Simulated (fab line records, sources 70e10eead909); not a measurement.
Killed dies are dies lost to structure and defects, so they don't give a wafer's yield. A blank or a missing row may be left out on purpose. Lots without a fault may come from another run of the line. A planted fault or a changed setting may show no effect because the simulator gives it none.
Chamber matching | flow nand_harc | NHARC_A_WL_FILL_ETCHBACK_26 on rie_si-05: 4 sister chambers
The step etches the open film in HBr, target depth 52 nm, time 13.3 s. 4 wafers are shown with their chamber, then 9 later ones without.

WAFERS WITH THEIR CHAMBER
wafer  | chamber | drypump_motor_current_A (A)
L085.1 | 0       | 5.4
L088.2 | 1       | 5.6
L088.4 | 2       | 6.6
L088.6 | 3       | 5.1

WAFERS WITHOUT THEIR CHAMBER
wafer  | drypump_motor_current_A (A)
L090.2 | 5.1
L090.4 | 5.6
L090.6 | 5.1
L093.1 | 5.4
L093.2 | 5.6
L093.3 | 5.1
L095.3 | 5.4
L095.5 | 5.1
L095.6 | 6.5

WHICH CHAMBER EACH WENT THROUGH
wafer  | from the rows above | in truth
L090.2 | 3                   | 3
L090.4 | 1                   | 1
L090.6 | 3                   | 3
L093.1 | 0                   | 0
L093.2 | 1                   | 1
L093.3 | 3                   | 3
L095.3 | 0                   | 0
L095.5 | 3                   | 3
L095.6 | 2                   | 2
Placed correctly: 9 of 9. Can't be placed from these rows: 0. Placed wrongly: 0.
How it was worked out, from the rows above alone: a wafer's distance from a chamber is the root of the sum, over the readings, of the square of ((its reading less the chamber's mean) divided by the reading's scatter). The wafer belongs to the nearest chamber; if the next one is less than 2 further off, it can't be placed. A chamber's mean is the mean of its shown wafers. The scatter: with one shown wafer a chamber, the root of the mean of the squares of how far each hidden wafer lies from its nearest shown one.
